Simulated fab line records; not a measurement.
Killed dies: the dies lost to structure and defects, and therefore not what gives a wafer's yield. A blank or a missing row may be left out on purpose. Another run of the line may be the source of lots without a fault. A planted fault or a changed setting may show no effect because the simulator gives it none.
fab line records :: flow n5-finfet :: part 2 of 2: steps 24 to 32 of 32
record
  lots=5
  wafers=15
  last-day=18
route steps=1938 shown BEOL_M14@1740
lots with no fault: from the same line, run without faults
start-h: the number of hours between the record's first day and the start of the first shown wafer of the lot :: wait-h: hours since the lot's step before :: " the same as in the row above :: L1.1+2: a single row standing in for several wafers :: - no value, or no start was given :: * or withheld: withheld :: < > ~ a bound
route shown NAME@n: a module of which the file shows steps, and the number in the route of the first :: usual: mean and standard deviation over wafers with no fault :: same: alike in all rows :: chamber/n: place in a boat :: sites: the reading at each site :: _std_site: the standard deviation of these :: _edge_site: mean of outer sites minus mean of inner sites :: radius-mm: for every site, how far away it sits from the centre of the wafer :: mask NAME#n: copy n :: behind: the last tool/chamber to shape the wafer :: hold: cause of the lot's hold/its duration in hours/its outcome :: device: which transistor (n, p or np) failed to switch :: end of line: tests run on the same wafers once the route is complete :: a step without rows: its recipe alone :: killed: dies lost to structure and defects at the first sort, not the wafer's yield :: map: shows each die of a wafer: x if killed, . if not, _ if none is there
set.NAME: the setting the step ran with; set.NAME@STEP: the setting that earlier step ran with :: model.NAME: the simulator's own value behind a step, which no gauge read
certain route steps with their lots: each step a table, each wafer a row
services: a tool's chamber out of use, with start hour (start-h, from the record's first day; less than 0 if before it), hours out, and reason
## steps
# step N5_BEOL_M14_SPUTTER_44
# recipe
  material=Ta
  target-thk-a=150
  temp-c=50
  bias-v=80
  power-w=15000
  chamber-pressure-pa=0.07
  time-s=24.19
# usual
  throttle-valve-pct=30.0/1.1
lot.wafer: L082.1
tool: pvd-sputter-02
chamber: -
start-h: 332.99
wait-h: 0.0
throttle-valve-pct: 28.2

lot.wafer: L082.3
tool: pvd-sputter-02
chamber: -
start-h: 332.99
wait-h: 0.0
throttle-valve-pct: 29.5

lot.wafer: L082.6
tool: pvd-sputter-02
chamber: -
start-h: 332.99
wait-h: 0.0
throttle-valve-pct: 29.4

lot.wafer: L091.3
tool: pvd-sputter-02
chamber: -
start-h: 391.43
wait-h: 0.0
throttle-valve-pct: 29.3

lot.wafer: L091.5
tool: pvd-sputter-02
chamber: -
start-h: 391.43
wait-h: 0.0
throttle-valve-pct: 31.6

lot.wafer: L091.6
tool: pvd-sputter-02
chamber: -
start-h: 391.43
wait-h: 0.0
throttle-valve-pct: 29.5

lot.wafer: L090.1
tool: pvd-sputter-03
chamber: -
start-h: 398.87
wait-h: 0.0
throttle-valve-pct: 29.0

lot.wafer: L090.2
tool: pvd-sputter-03
chamber: -
start-h: 398.87
wait-h: 0.0
throttle-valve-pct: 29.2

lot.wafer: L090.3
tool: pvd-sputter-03
chamber: -
start-h: 398.87
wait-h: 0.0
throttle-valve-pct: 30.5

lot.wafer: L094.4
tool: pvd-sputter-01
chamber: -
start-h: 410.60
wait-h: 0.0
throttle-valve-pct: 29.7

lot.wafer: L094.5
tool: pvd-sputter-01
chamber: -
start-h: 410.60
wait-h: 0.0
throttle-valve-pct: 30.5

lot.wafer: L094.6
tool: pvd-sputter-01
chamber: -
start-h: 410.60
wait-h: 0.0
throttle-valve-pct: 31.6

lot.wafer: L095.2
tool: pvd-sputter-03
chamber: -
start-h: 411.80
wait-h: 0.0
throttle-valve-pct: 29.3

lot.wafer: L095.4
tool: pvd-sputter-03
chamber: -
start-h: 411.80
wait-h: 0.0
throttle-valve-pct: 30.5

lot.wafer: L095.6
tool: pvd-sputter-03
chamber: -
start-h: 411.80
wait-h: 0.0
throttle-valve-pct: 28.9
# step N5_BEOL_M14_SPUTTER_45
# recipe
  material=Cu
  target-thk-a=1000
  temp-c=-20
  bias-v=60
  power-w=26000
  chamber-pressure-pa=0.13
  time-s=16.67
# usual
  throttle-valve-pct=30.0/1.1
lot.wafer: L082.1
tool: pvd-sputter-02
chamber: -
start-h: 333.07
wait-h: 0.0
throttle-valve-pct: 28.6

lot.wafer: L082.3
tool: pvd-sputter-02
chamber: -
start-h: 333.07
wait-h: 0.0
throttle-valve-pct: 29.2

lot.wafer: L082.6
tool: pvd-sputter-02
chamber: -
start-h: 333.07
wait-h: 0.0
throttle-valve-pct: 29.4

lot.wafer: L091.3
tool: pvd-sputter-02
chamber: -
start-h: 391.51
wait-h: 0.0
throttle-valve-pct: 29.3

lot.wafer: L091.5
tool: pvd-sputter-02
chamber: -
start-h: 391.51
wait-h: 0.0
throttle-valve-pct: 31.5

lot.wafer: L091.6
tool: pvd-sputter-02
chamber: -
start-h: 391.51
wait-h: 0.0
throttle-valve-pct: 29.4

lot.wafer: L090.1
tool: pvd-sputter-03
chamber: -
start-h: 398.95
wait-h: 0.0
throttle-valve-pct: 29.2

lot.wafer: L090.2
tool: pvd-sputter-03
chamber: -
start-h: 398.95
wait-h: 0.0
throttle-valve-pct: 29.2

lot.wafer: L090.3
tool: pvd-sputter-03
chamber: -
start-h: 398.95
wait-h: 0.0
throttle-valve-pct: 30.0

lot.wafer: L094.4
tool: pvd-sputter-01
chamber: -
start-h: 410.68
wait-h: 0.0
throttle-valve-pct: 29.5

lot.wafer: L094.5
tool: pvd-sputter-01
chamber: -
start-h: 410.68
wait-h: 0.0
throttle-valve-pct: 30.7

lot.wafer: L094.6
tool: pvd-sputter-01
chamber: -
start-h: 410.68
wait-h: 0.0
throttle-valve-pct: 31.3

lot.wafer: L095.2
tool: pvd-sputter-03
chamber: -
start-h: 411.88
wait-h: 0.0
throttle-valve-pct: 29.4

lot.wafer: L095.4
tool: pvd-sputter-03
chamber: -
start-h: 411.88
wait-h: 0.0
throttle-valve-pct: 30.6

lot.wafer: L095.6
tool: pvd-sputter-03
chamber: -
start-h: 411.88
wait-h: 0.0
throttle-valve-pct: 29.0
# step N5_BEOL_M14_ECD_47
# recipe
  material=Cu
  target-thk-a=12480
lot.wafer: L082.1+3+6
tool: ecd-cu-01
chamber: 1
start-h: 333.19
wait-h: 0.1

lot.wafer: L091.3+5+6
tool: ecd-cu-01
chamber: 1,0,1
start-h: 391.68
wait-h: 0.1

lot.wafer: L090.1+2+3
tool: ecd-cu-02
chamber: 1,0,1
start-h: 399.07
wait-h: 0.1

lot.wafer: L094.4+5+6
tool: ecd-cu-02
chamber: 1,1,0
start-h: 410.85
wait-h: 0.1

lot.wafer: L095.2+4+6
tool: ecd-cu-01
chamber: 0,1,0
start-h: 411.99
wait-h: 0.1
# step N5_BEOL_M14_ANNEAL_48
# recipe
  temp-c=225
  time-s=90
  ambient=N2
# usual
  anneal-temp-c-max=225.72/0.2
  wafer_temp_C_max=226.15/0.29
lot.wafer: L082.1
tool: rtp-anneal-01
chamber: 0
start-h: 333.56
wait-h: 0.3
anneal-temp-c-max: 225.43
wafer_temp_C_max: 226.61

lot.wafer: L082.3
tool: rtp-anneal-01
chamber: 0
start-h: 333.56
wait-h: 0.3
anneal-temp-c-max: 225.55
wafer_temp_C_max: 226.47

lot.wafer: L082.6
tool: rtp-anneal-01
chamber: 0
start-h: 333.56
wait-h: 0.3
anneal-temp-c-max: 225.71
wafer_temp_C_max: 226.46

lot.wafer: L091.3
tool: rtp-anneal-01
chamber: 0
start-h: 392.19
wait-h: 0.5
anneal-temp-c-max: 225.09
wafer_temp_C_max: 225.95

lot.wafer: L091.5
tool: rtp-anneal-01
chamber: 0
start-h: 392.19
wait-h: 0.5
anneal-temp-c-max: 225.58
wafer_temp_C_max: 225.65

lot.wafer: L091.6
tool: rtp-anneal-01
chamber: 0
start-h: 392.19
wait-h: 0.5
anneal-temp-c-max: 225.47
wafer_temp_C_max: 225.92

lot.wafer: L090.1
tool: rtp-anneal-01
chamber: 0
start-h: 399.64
wait-h: 0.5
anneal-temp-c-max: 226.11
wafer_temp_C_max: 226.42

lot.wafer: L090.2
tool: rtp-anneal-01
chamber: 0
start-h: 399.64
wait-h: 0.5
anneal-temp-c-max: 225.78
wafer_temp_C_max: 226.22

lot.wafer: L090.3
tool: rtp-anneal-01
chamber: 0
start-h: 399.64
wait-h: 0.5
anneal-temp-c-max: 225.53
wafer_temp_C_max: 226.14

lot.wafer: L094.4
tool: rtp-anneal-01
chamber: 0
start-h: 411.12
wait-h: 0.2
anneal-temp-c-max: 225.68
wafer_temp_C_max: 225.78

lot.wafer: L094.5
tool: rtp-anneal-01
chamber: 0
start-h: 411.12
wait-h: 0.2
anneal-temp-c-max: 226.04
wafer_temp_C_max: 225.67

lot.wafer: L094.6
tool: rtp-anneal-01
chamber: 0
start-h: 411.12
wait-h: 0.2
anneal-temp-c-max: 225.90
wafer_temp_C_max: 225.99

lot.wafer: L095.2
tool: rtp-anneal-02
chamber: 0
start-h: 412.30
wait-h: 0.2
anneal-temp-c-max: 225.25
wafer_temp_C_max: 226.55

lot.wafer: L095.4
tool: rtp-anneal-02
chamber: 0
start-h: 412.30
wait-h: 0.2
anneal-temp-c-max: 225.44
wafer_temp_C_max: 226.32

lot.wafer: L095.6
tool: rtp-anneal-02
chamber: 0
start-h: 412.30
wait-h: 0.2
anneal-temp-c-max: 225.45
wafer_temp_C_max: 226.27
# step N5_BEOL_M14_CMP_49
# recipe
  stop-on=SiO2
  t-overpolish-s=5.2
  down-force-psi=2
  platen-rpm=80
  clearing-platen-down-force-psi=2
  clearing-platen-rpm=80
  post-cmp-clean=cu-alkaline
  target-thk-nm=560
  clearing-platen-pad-velocity-m-s=1.5917
  pad-velocity-m-s=1.5917
# usual
  barrier-field-endpoint-s=11.4/0.32
  clearing-platen-down-force-psi=2.000/0.0043
  motor-current-A=7.8/0.48
  overpolish-run-s=5.199/0.0092
  slurry-flow-ml-min=150.0/0.47
  time-to-endpoint-s=122/5.1
lot.wafer: L082.1
tool: cmp-01
chamber: 2
start-h: 333.86
wait-h: 0.3
barrier-field-endpoint-s: 11.6
clearing-platen-down-force-psi: 2.002
motor-current-A: 8.8
overpolish-run-s: 5.198
slurry-flow-ml-min: 150.2
time-to-endpoint-s: 128

lot.wafer: L082.3
tool: cmp-01
chamber: 0
start-h: 333.86
wait-h: 0.3
barrier-field-endpoint-s: 11.2
clearing-platen-down-force-psi: 2.002
motor-current-A: 8.0
overpolish-run-s: 5.210
slurry-flow-ml-min: 149.6
time-to-endpoint-s: 123

lot.wafer: L082.6
tool: cmp-01
chamber: 3
start-h: 333.86
wait-h: 0.3
barrier-field-endpoint-s: 11.3
clearing-platen-down-force-psi: 2.004
motor-current-A: 7.2
overpolish-run-s: 5.211
slurry-flow-ml-min: 149.7
time-to-endpoint-s: 121

lot.wafer: L091.3
tool: cmp-01
chamber: 2
start-h: 392.40
wait-h: 0.2
barrier-field-endpoint-s: 11.6
clearing-platen-down-force-psi: 2.002
motor-current-A: 9.0
overpolish-run-s: 5.186
slurry-flow-ml-min: 150.1
time-to-endpoint-s: 123

lot.wafer: L091.6
tool: cmp-01
chamber: 2
start-h: 392.40
wait-h: 0.2
barrier-field-endpoint-s: 11.7
clearing-platen-down-force-psi: 1.999
motor-current-A: 9.2
overpolish-run-s: 5.214
slurry-flow-ml-min: 149.8
time-to-endpoint-s: 126

lot.wafer: L091.5
tool: cmp-01
chamber: 3
start-h: 392.40
wait-h: 0.2
barrier-field-endpoint-s: 11.3
clearing-platen-down-force-psi: 1.997
motor-current-A: 7.3
overpolish-run-s: 5.191
slurry-flow-ml-min: 150.5
time-to-endpoint-s: 120

lot.wafer: L090.3
tool: cmp-01
chamber: 0
start-h: 399.96
wait-h: 0.2
barrier-field-endpoint-s: 11.3
clearing-platen-down-force-psi: 2.000
motor-current-A: 7.8
overpolish-run-s: 5.201
slurry-flow-ml-min: 150.4
time-to-endpoint-s: 119

lot.wafer: L090.1
tool: cmp-01
chamber: 1
start-h: 399.96
wait-h: 0.2
barrier-field-endpoint-s: 11.4
clearing-platen-down-force-psi: 2.006
motor-current-A: 7.6
overpolish-run-s: 5.194
slurry-flow-ml-min: 150.6
time-to-endpoint-s: 120

lot.wafer: L090.2
tool: cmp-01
chamber: 3
start-h: 399.96
wait-h: 0.2
barrier-field-endpoint-s: 11.1
clearing-platen-down-force-psi: 2.003
motor-current-A: 7.4
overpolish-run-s: 5.190
slurry-flow-ml-min: 149.6
time-to-endpoint-s: 115

lot.wafer: L094.4
tool: cmp-02
chamber: 2
start-h: 411.28
wait-h: 0.1
barrier-field-endpoint-s: 10.9
clearing-platen-down-force-psi: 2.004
motor-current-A: 7.8
overpolish-run-s: 5.196
slurry-flow-ml-min: 150.1
time-to-endpoint-s: 122

lot.wafer: L094.5
tool: cmp-02
chamber: 2
start-h: 411.28
wait-h: 0.1
barrier-field-endpoint-s: 10.9
clearing-platen-down-force-psi: 2.005
motor-current-A: 7.4
overpolish-run-s: 5.201
slurry-flow-ml-min: 150.1
time-to-endpoint-s: 119

lot.wafer: L094.6
tool: cmp-02
chamber: 3
start-h: 411.28
wait-h: 0.1
barrier-field-endpoint-s: 10.9
clearing-platen-down-force-psi: 1.999
motor-current-A: 7.9
overpolish-run-s: 5.188
slurry-flow-ml-min: 149.3
time-to-endpoint-s: 121

lot.wafer: L095.2
tool: cmp-02
chamber: 3
start-h: 412.56
wait-h: 0.2
barrier-field-endpoint-s: 11.0
clearing-platen-down-force-psi: 2.001
motor-current-A: 7.3
overpolish-run-s: 5.217
slurry-flow-ml-min: 149.7
time-to-endpoint-s: 116

lot.wafer: L095.4
tool: cmp-02
chamber: 0
start-h: 412.56
wait-h: 0.2
barrier-field-endpoint-s: 11.3
clearing-platen-down-force-psi: 2.002
motor-current-A: 8.1
overpolish-run-s: 5.185
slurry-flow-ml-min: 150.0
time-to-endpoint-s: 123

lot.wafer: L095.6
tool: cmp-02
chamber: 3
start-h: 412.56
wait-h: 0.2
barrier-field-endpoint-s: 11.2
clearing-platen-down-force-psi: 1.998
motor-current-A: 7.1
overpolish-run-s: 5.194
slurry-flow-ml-min: 150.3
time-to-endpoint-s: 117
# step N5_BEOL_M14_THK_MEAS_50
# recipe
  thk-meas-gauge=xrf
  reads=Cu_of_BEOL_M14_ECD_47
# usual
  M14_THK=584/16
lot.wafer: L082.1
tool: film-metro-02
chamber: -
start-h: 334.15
wait-h: -
M14_THK[nm]: 583

lot.wafer: L082.3
tool: film-metro-02
chamber: -
start-h: 334.15
wait-h: -
M14_THK[nm]: 595

lot.wafer: L082.6
tool: film-metro-02
chamber: -
start-h: 334.15
wait-h: -
M14_THK[nm]: 587

lot.wafer: L091.3
tool: film-metro-02
chamber: -
start-h: 392.69
wait-h: -
M14_THK[nm]: 561

lot.wafer: L091.5
tool: film-metro-02
chamber: -
start-h: 392.69
wait-h: -
M14_THK[nm]: 558

lot.wafer: L091.6
tool: film-metro-02
chamber: -
start-h: 392.69
wait-h: -
M14_THK[nm]: 596

lot.wafer: L090.1
tool: film-metro-02
chamber: -
start-h: 400.25
wait-h: -
M14_THK[nm]: 566

lot.wafer: L090.2
tool: film-metro-02
chamber: -
start-h: 400.25
wait-h: -
M14_THK[nm]: 556

lot.wafer: L090.3
tool: film-metro-02
chamber: -
start-h: 400.25
wait-h: -
M14_THK[nm]: 603

lot.wafer: L094.4
tool: film-metro-01
chamber: -
start-h: 411.58
wait-h: -
M14_THK[nm]: 577

lot.wafer: L094.5
tool: film-metro-01
chamber: -
start-h: 411.58
wait-h: -
M14_THK[nm]: 593

lot.wafer: L094.6
tool: film-metro-01
chamber: -
start-h: 411.58
wait-h: -
M14_THK[nm]: 598

lot.wafer: L095.2
tool: film-metro-01
chamber: -
start-h: 412.86
wait-h: -
M14_THK[nm]: 595

lot.wafer: L095.4
tool: film-metro-01
chamber: -
start-h: 412.86
wait-h: -
M14_THK[nm]: 598

lot.wafer: L095.6
tool: film-metro-01
chamber: -
start-h: 412.86
wait-h: -
M14_THK[nm]: 592
# step N5_BEOL_M14_PRE_CLEAN_52
# recipe
  gas=NH3
  time-s=15
  temp-c=withheld
  rf-power-w=300
lot.wafer: L082.1+3+6
tool: pecvd-02
chamber: 2,0,2
start-h: 334.19
wait-h: 0.0

lot.wafer: L091.3+5+6
tool: pecvd-01
chamber: 1,2,1
start-h: 392.73
wait-h: 0.0

lot.wafer: L090.1+2+3
tool: pecvd-03
chamber: 1,2,0
start-h: 400.29
wait-h: 0.0

lot.wafer: L094.4+5+6
tool: pecvd-03
chamber: 0,1,2
start-h: 411.62
wait-h: 0.0

lot.wafer: L095.2+4+6
tool: pecvd-03
chamber: 0,2,0
start-h: 412.89
wait-h: 0.0
# step N5_BEOL_M14_DEP_53
# recipe
  material=SiCN
  target-thk-a=500
  temp-c=withheld
  precursor=3MS/NH3
  pressure-torr=3
  rf-w=675
  time-s=17.8
# usual
  chamber-pressure-Torr=3.000/0.0063
  showerhead-plenum-p-Torr=4.146/0.028
  showerhead-vpp-V=1659/99
  throttle-valve-pct=17.7/0.43
lot.wafer: L082.1
tool: pecvd-02
chamber: 2
start-h: 334.22
wait-h: 0.0
chamber-pressure-Torr: 2.987
showerhead-plenum-p-Torr: 4.172
showerhead-vpp-V: 1675
throttle-valve-pct: 17.5

lot.wafer: L082.3
tool: pecvd-02
chamber: 0
start-h: 334.22
wait-h: 0.0
chamber-pressure-Torr: 2.999
showerhead-plenum-p-Torr: 4.166
showerhead-vpp-V: 1708
throttle-valve-pct: 17.8

lot.wafer: L082.6
tool: pecvd-02
chamber: 2
start-h: 334.22
wait-h: 0.0
chamber-pressure-Torr: 3.007
showerhead-plenum-p-Torr: 4.185
showerhead-vpp-V: 1664
throttle-valve-pct: 17.4

lot.wafer: L091.3
tool: pecvd-01
chamber: 1
start-h: 392.75
wait-h: 0.0
chamber-pressure-Torr: 2.995
showerhead-plenum-p-Torr: 4.145
showerhead-vpp-V: 1800
throttle-valve-pct: 18.6

lot.wafer: L091.5
tool: pecvd-01
chamber: 2
start-h: 392.75
wait-h: 0.0
chamber-pressure-Torr: 3.002
showerhead-plenum-p-Torr: 4.128
showerhead-vpp-V: 1548
throttle-valve-pct: 17.7

lot.wafer: L091.6
tool: pecvd-01
chamber: 1
start-h: 392.75
wait-h: 0.0
chamber-pressure-Torr: 3.005
showerhead-plenum-p-Torr: 4.140
showerhead-vpp-V: 1803
throttle-valve-pct: 18.7

lot.wafer: L090.1
tool: pecvd-03
chamber: 1
start-h: 400.31
wait-h: 0.0
chamber-pressure-Torr: 2.987
showerhead-plenum-p-Torr: 4.160
showerhead-vpp-V: 1549
throttle-valve-pct: 18.0

lot.wafer: L090.2
tool: pecvd-03
chamber: 2
start-h: 400.31
wait-h: 0.0
chamber-pressure-Torr: 3.004
showerhead-plenum-p-Torr: 4.099
showerhead-vpp-V: 1769
throttle-valve-pct: 17.8

lot.wafer: L090.3
tool: pecvd-03
chamber: 0
start-h: 400.31
wait-h: 0.0
chamber-pressure-Torr: 2.996
showerhead-plenum-p-Torr: 4.129
showerhead-vpp-V: 1661
throttle-valve-pct: 17.7

lot.wafer: L094.4
tool: pecvd-03
chamber: 0
start-h: 411.65
wait-h: 0.0
chamber-pressure-Torr: 2.998
showerhead-plenum-p-Torr: 4.139
showerhead-vpp-V: 1649
throttle-valve-pct: 17.7

lot.wafer: L094.5
tool: pecvd-03
chamber: 1
start-h: 411.65
wait-h: 0.0
chamber-pressure-Torr: 3.006
showerhead-plenum-p-Torr: 4.160
showerhead-vpp-V: 1558
throttle-valve-pct: 17.7

lot.wafer: L094.6
tool: pecvd-03
chamber: 2
start-h: 411.65
wait-h: 0.0
chamber-pressure-Torr: 3.002
showerhead-plenum-p-Torr: 4.103
showerhead-vpp-V: 1799
throttle-valve-pct: 17.8

lot.wafer: L095.2
tool: pecvd-03
chamber: 0
start-h: 412.92
wait-h: 0.0
chamber-pressure-Torr: 3.003
showerhead-plenum-p-Torr: 4.140
showerhead-vpp-V: 1686
throttle-valve-pct: 17.6

lot.wafer: L095.4
tool: pecvd-03
chamber: 2
start-h: 412.92
wait-h: 0.0
chamber-pressure-Torr: 2.994
showerhead-plenum-p-Torr: 4.108
showerhead-vpp-V: 1768
throttle-valve-pct: 18.3

lot.wafer: L095.6
tool: pecvd-03
chamber: 0
start-h: 412.92
wait-h: 0.0
chamber-pressure-Torr: 3.001
showerhead-plenum-p-Torr: 4.138
showerhead-vpp-V: 1673
throttle-valve-pct: 17.5
# step N5_BEOL_M14_RS_MEAS_54
# recipe
  thk-meas-gauge=four-point-probe
  reads=Cu_of_BEOL_M14_ECD_47+Ta_of_BEOL_M14_SPUTTER_44+TaN_of_BEOL_M14_SPUTTER_43
# usual
  M14_RS=0.0330/0.00089
lot.wafer: L082.1
tool: film-metro-02
chamber: -
start-h: 334.28
wait-h: 0.0
M14_RS[ohm/sq]: 0.0329

lot.wafer: L082.3
tool: film-metro-02
chamber: -
start-h: 334.28
wait-h: 0.0
M14_RS[ohm/sq]: 0.0325

lot.wafer: L082.6
tool: film-metro-02
chamber: -
start-h: 334.28
wait-h: 0.0
M14_RS[ohm/sq]: 0.0329

lot.wafer: L091.3
tool: film-metro-02
chamber: -
start-h: 392.82
wait-h: 0.1
M14_RS[ohm/sq]: 0.0344

lot.wafer: L091.5
tool: film-metro-02
chamber: -
start-h: 392.82
wait-h: 0.1
M14_RS[ohm/sq]: 0.0346

lot.wafer: L091.6
tool: film-metro-02
chamber: -
start-h: 392.82
wait-h: 0.1
M14_RS[ohm/sq]: 0.0322

lot.wafer: L090.1
tool: film-metro-02
chamber: -
start-h: 400.38
wait-h: 0.0
M14_RS[ohm/sq]: 0.0342

lot.wafer: L090.2
tool: film-metro-02
chamber: -
start-h: 400.38
wait-h: 0.0
M14_RS[ohm/sq]: 0.0347

lot.wafer: L090.3
tool: film-metro-02
chamber: -
start-h: 400.38
wait-h: 0.0
M14_RS[ohm/sq]: 0.0322

lot.wafer: L094.4
tool: film-metro-01
chamber: -
start-h: 411.70
wait-h: 0.0
M14_RS[ohm/sq]: 0.0338

lot.wafer: L094.5
tool: film-metro-01
chamber: -
start-h: 411.70
wait-h: 0.0
M14_RS[ohm/sq]: 0.0328

lot.wafer: L094.6
tool: film-metro-01
chamber: -
start-h: 411.70
wait-h: 0.0
M14_RS[ohm/sq]: 0.0327

lot.wafer: L095.2
tool: film-metro-02
chamber: -
start-h: 412.99
wait-h: 0.1
M14_RS[ohm/sq]: 0.0326

lot.wafer: L095.4
tool: film-metro-02
chamber: -
start-h: 412.99
wait-h: 0.1
M14_RS[ohm/sq]: 0.0325

lot.wafer: L095.6
tool: film-metro-02
chamber: -
start-h: 412.99
wait-h: 0.1
M14_RS[ohm/sq]: 0.0327
## services
tool: krf-scanner-01
chamber: -
start-h: 303.62
hours: 1.0
kind: pm

tool: krf-scanner-02
chamber: -
start-h: 305.26
hours: 1.0
kind: pm

tool: rie-diel-03
chamber: 3
start-h: 307.29
hours: 5.7
kind: repair

tool: pecvd-01
chamber: 0
start-h: 310.77
hours: 1.8
kind: repair

tool: krf-scanner-01
chamber: -
start-h: 319.94
hours: 1.3
kind: pm

tool: pecvd-02
chamber: -
start-h: 323.14
hours: 0.7
kind: repair

tool: rie-diel-04
chamber: 2
start-h: 323.48
hours: 19.8
kind: repair

tool: pecvd-01
chamber: -
start-h: 326.53
hours: 0.5
kind: repair

tool: pecvd-01
chamber: -
start-h: 330.65
hours: 0.3
kind: repair

tool: pecvd-01
chamber: -
start-h: 332.47
hours: 1.4
kind: repair

tool: cmp-01
chamber: -
start-h: 334.09
hours: 4.0
kind: pm

tool: krf-scanner-01
chamber: -
start-h: 344.89
hours: 0.8
kind: pm

tool: krf-scanner-02
chamber: -
start-h: 356.28
hours: 1.3
kind: pm

tool: krf-scanner-01
chamber: -
start-h: 358.55
hours: 1.4
kind: repair

tool: rie-diel-03
chamber: 1
start-h: 365.16
hours: 4.2
kind: repair

tool: rie-diel-01
chamber: -
start-h: 366.85
hours: 0.9
kind: repair

tool: cmp-02
chamber: -
start-h: 371.86
hours: 1.0
kind: repair

tool: rie-diel-03
chamber: 2
start-h: 375.72
hours: 4.9
kind: repair

tool: krf-scanner-02
chamber: -
start-h: 379.74
hours: 0.8
kind: pm

tool: rie-diel-04
chamber: -
start-h: 381.01
hours: 2.8
kind: pm

tool: krf-scanner-02
chamber: -
start-h: 397.72
hours: 4.0
kind: pm

tool: krf-scanner-02
chamber: -
start-h: 406.85
hours: 0.8
kind: repair

tool: krf-scanner-02
chamber: -
start-h: 408.02
hours: 0.7
kind: repair

tool: cmp-01
chamber: -
start-h: 412.50
hours: 1.8
kind: repair
